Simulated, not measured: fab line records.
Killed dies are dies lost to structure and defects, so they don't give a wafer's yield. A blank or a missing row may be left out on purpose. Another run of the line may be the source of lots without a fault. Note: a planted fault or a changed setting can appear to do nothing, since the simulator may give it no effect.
Matching of chambers | flow n5Finfet | N5_BEOL_M0_SAQP_SPACER2_ALD_26 on aldSin-02 has 4 sister chambers
The step deposits SiO2, target thk 15 nm, pulse time 1 s, purge time 2 s. 14 wafers are shown with their chamber, then 7 later ones without.

## WAFERS WITH THEIR CHAMBER
wafer  | chamber | heaterPowerW (W) | precursorPulseHeightRel | chamberPressureTorr (Torr)
L691.1 | 3       | 409              | 1.028                   | 2.009
L691.3 | 2       | 390              | 1.015                   | 2.003
L691.5 | 2       | 399              | 1.015                   | 1.998
L694.2 | 1       | 398              | 1.008                   | 2.001
L694.4 | 2       | 392              | 1.008                   | 2.003
L694.6 | 1       | 389              | 0.965                   | 2.003
L703.1 | 0       | 518              | 1.007                   | 1.998
L703.4 | 1       | 392              | 1.003                   | 1.996
L703.5 | 0       | 519              | 0.986                   | 2.001
L706.1 | 0       | 526              | 0.999                   | 2.000
L706.2 | 3       | 398              | 1.001                   | 1.987
L706.6 | 1       | 385              | 0.994                   | 1.999
L708.1 | 1       | 401              | 0.973                   | 2.000
L708.2 | 0       | 524              | 0.995                   | 1.993

SIGNATURES, as means of the wafers listed above
reading                 | chamber 0 | chamber 1 | chamber 2 | chamber 3 | scatter within a chamber
heaterPowerW            | 521.75    | 393.00    | 393.67    | 403.50    | 5.66
precursorPulseHeightRel | 0.99675   | 0.98860   | 1.01267   | 1.01450   | 0.0143
chamberPressureTorr     | 1.99800   | 1.99980   | 2.00133   | 1.99800   | 0.00569
Rule: a wafer lies at a distance from a chamber equal to the root of the sum of squares, over the readings, of (its reading less the chamber's mean, divided by the reading's scatter). If the next closest chamber is less than 2 further off than the closest, the wafer can't be placed; otherwise it belongs to the closest. The scatter: take each reading less its chamber's mean, square it, sum over the shown wafers, divide by the number of wafers less the number of chambers, and take the root.

## WAFERS WHOSE CHAMBER IS MISSING
wafer  | heaterPowerW (W) | precursorPulseHeightRel | chamberPressureTorr (Torr)
L708.6 | 407              | 1.035                   | 2.000
L709.1 | 519              | 0.984                   | 2.006
L709.4 | 395              | 1.001                   | 1.992
L709.5 | 398              | 0.992                   | 1.993
L711.1 | 391              | 1.013                   | 1.991
L711.2 | 400              | 0.987                   | 2.008
L711.4 | 420              | 1.009                   | 2.002

## CHAMBER TAKEN BY EACH
wafer  | from the rows above          | in truth
L708.6 | can't be placed: 3 or 2      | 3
L709.1 | 0                            | 0
L709.4 | can't be placed: 1 or 2 or 3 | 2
L709.5 | can't be placed: 1 or 3 or 2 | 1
L711.1 | can't be placed: 2 or 1 or 3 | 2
L711.2 | can't be placed: 1 or 2 or 3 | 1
L711.4 | can't be placed: 3 or 2 or 1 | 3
Placed correctly: 1 of 7. Not placeable from these rows: 6 (in 6, the candidates include the true chamber). 0 placed wrongly.
